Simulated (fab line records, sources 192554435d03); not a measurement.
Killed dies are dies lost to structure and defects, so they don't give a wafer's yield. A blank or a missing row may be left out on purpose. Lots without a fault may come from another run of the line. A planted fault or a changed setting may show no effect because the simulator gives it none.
Which tool did it? | flow n5_finfet | 9 lots, 27 wafers sampled, at 2 steps of a route of 1938

WHAT THE GAUGES READ, wafer by wafer
N5_BEOL_M4_RC_MEAS_101. Usual: DIBL_N 36.8 mV/V, standard deviation 2.2; DIBL_P 37.0 mV/V, standard deviation 2.8; IOFF_N 0.18 nA/um, standard deviation 0.043; IOFF_P 0.23 nA/um, standard deviation 0.05; ION_N 680 uA/um, standard deviation 14; ION_P 466 uA/um, standard deviation 9.1; SS_N 71.7 mV/dec, standard deviation 0.74; SS_P 73.5 mV/dec, standard deviation 0.79; VT_N 248 mV, standard deviation 4; VT_P -249 mV, standard deviation 4.1.
lot  | measured     | on        | DIBL_N (mV/V)  | DIBL_P (mV/V)  | IOFF_N (nA/um) | IOFF_P (nA/um) | ION_N (uA/um) | ION_P (uA/um) | SS_N (mV/dec)  | SS_P (mV/dec)  | VT_N (mV)   | VT_P (mV)      | flag
L230 | day 8 01:04  | prober-01 | 39.6 35.4 37.8 | 41.3 36.2 39.6 | 0.29 0.17 0.23 | 0.36 0.22 0.32 | 715 691 696   | 484 470 480   | 72.7 71.5 72.1 | 74.8 73.3 74.0 | 238 247 243 | -241 -246 -242 |
L229 | day 8 09:34  | prober-02 | 37.8 34.9 38.9 | 36.7 33.9 38.6 | 0.16 0.13 0.19 | 0.19 0.17 0.23 | 666 677 688   | 450 462 463   | 71.9 69.7 71.8 | 73.9 73.0 73.7 | 249 252 248 | -254 -255 -251 |
L231 | day 9 05:10  | prober-01 | 35.7 36.3 37.7 | 36.9 38.2 40.2 | 0.18 0.17 0.23 | 0.19 0.19 0.24 | 677 667 700   | 453 456 467   | 71.6 71.6 72.0 | 73.4 73.1 73.6 | 243 253 244 | -254 -253 -250 |
L237 | day 10 14:59 | prober-01 | 36.7 36.1 35.3 | 37.0 36.3 35.5 | 0.18 0.17 0.14 | 0.25 0.24 0.24 | 681 673 662   | 472 471 462   | 71.6 72.1 71.9 | 73.8 73.8 73.0 | 246 249 253 | -245 -248 -246 |
L239 | day 10 16:55 | prober-02 | 34.7 41.5 35.7 | 34.0 41.0 35.2 | 0.14 0.31 0.15 | 0.24 0.40 0.25 | 676 701 664   | 480 489 473   | 70.9 72.6 70.8 | 73.9 74.7 72.8 | 251 239 253 | -245 -237 -245 |
L245 | day 11 20:49 | prober-02 | 38.1 40.9 38.4 | 35.3 38.5 35.4 | 0.18 0.22 0.16 | 0.24 0.30 0.23 | 688 693 669   | 475 478 459   | 72.0 72.2 71.9 | 73.1 74.1 73.5 | 249 243 252 | -246 -244 -248 |
L247 | day 12 20:40 | prober-01 | 33.8 36.8 38.4 | 32.3 36.9 38.7 | 0.13 0.18 0.23 | 0.18 0.25 0.27 | 664 682 700   | 461 468 479   | 71.4 71.5 71.8 | 72.0 72.8 73.7 | 253 247 242 | -252 -249 -248 |
L249 | day 13 03:29 | prober-01 | 37.4 39.8 38.5 | 36.0 41.2 37.6 | 0.18 0.25 0.21 | 0.20 0.31 0.23 | 687 707 683   | 459 480 460   | 71.9 73.3 72.8 | 73.4 74.3 73.8 | 249 244 247 | -252 -249 -250 |
L250 | day 13 10:34 | prober-01 | 33.4 37.3 35.5 | 34.3 39.2 37.2 | 0.12 0.20 0.15 | 0.17 0.25 0.22 | 671 687 670   | 460 468 466   | 70.6 71.6 71.4 | 73.1 73.7 73.1 | 256 246 251 | -255 -250 -250 |

N5_BEOL_M12_CD_MEAS_10: target cd 140 nm. Usual: cd_nm 138.3 nm, standard deviation 1.8.
lot  | measured     | on        | cd_nm (nm)        | flag
L230 | day 10 17:19 | cd_sem-03 | 137.5 135.8 137.2 |
L229 | day 11 03:08 | cd_sem-02 | 138.8 135.7 137.8 |
L231 | day 11 19:11 | cd_sem-02 | 138.9 140.2 139.9 |
L237 | day 13 06:02 | cd_sem-01 | 136.9 137.1 136.3 |
L239 | day 13 09:11 | cd_sem-01 | 139.8 139.2 137.9 |
L245 | day 14 15:46 | cd_sem-02 | 140.1 138.1 136.2 |
L247 | day 15 11:29 | cd_sem-02 | 138.9 138.3 140.5 |
L249 | day 15 20:41 | cd_sem-01 | 138.1 139.7 136.9 |
L250 | day 16 02:15 | cd_sem-02 | 138.5 139.2 138.5 |

WHICH TOOL RAN EACH LOT (tool, then ch and the chambers of the sampled wafers, then the start)
The record holds no process step before these readings.

WHAT THE TOOLS THEMSELVES READ (means of the sampled wafers that have a number; where no wafer has one, the mark that the record gives instead)
The record holds no such reading with a usual standard deviation.

THE ANSWER, worked out from the rows above alone
Rule: a lot is off if the mean of its wafers that have a number lies more than 3 standard deviations from the usual mean. A lot without any number at a reading at which 4 lots or more have one is off too. The other lots that the step has rows for count as sound. The gauges are gone through in route order, then the tools' own readings, and for those a lot's mean is taken as printed above. The first step at which some lot is off is used, and at that step the reading that is off furthest; a lot without a number counts as furthest.
No lot is off at any reading shown: from this, nothing can be told.

WHAT THE SIMULATOR HAD PUT IN
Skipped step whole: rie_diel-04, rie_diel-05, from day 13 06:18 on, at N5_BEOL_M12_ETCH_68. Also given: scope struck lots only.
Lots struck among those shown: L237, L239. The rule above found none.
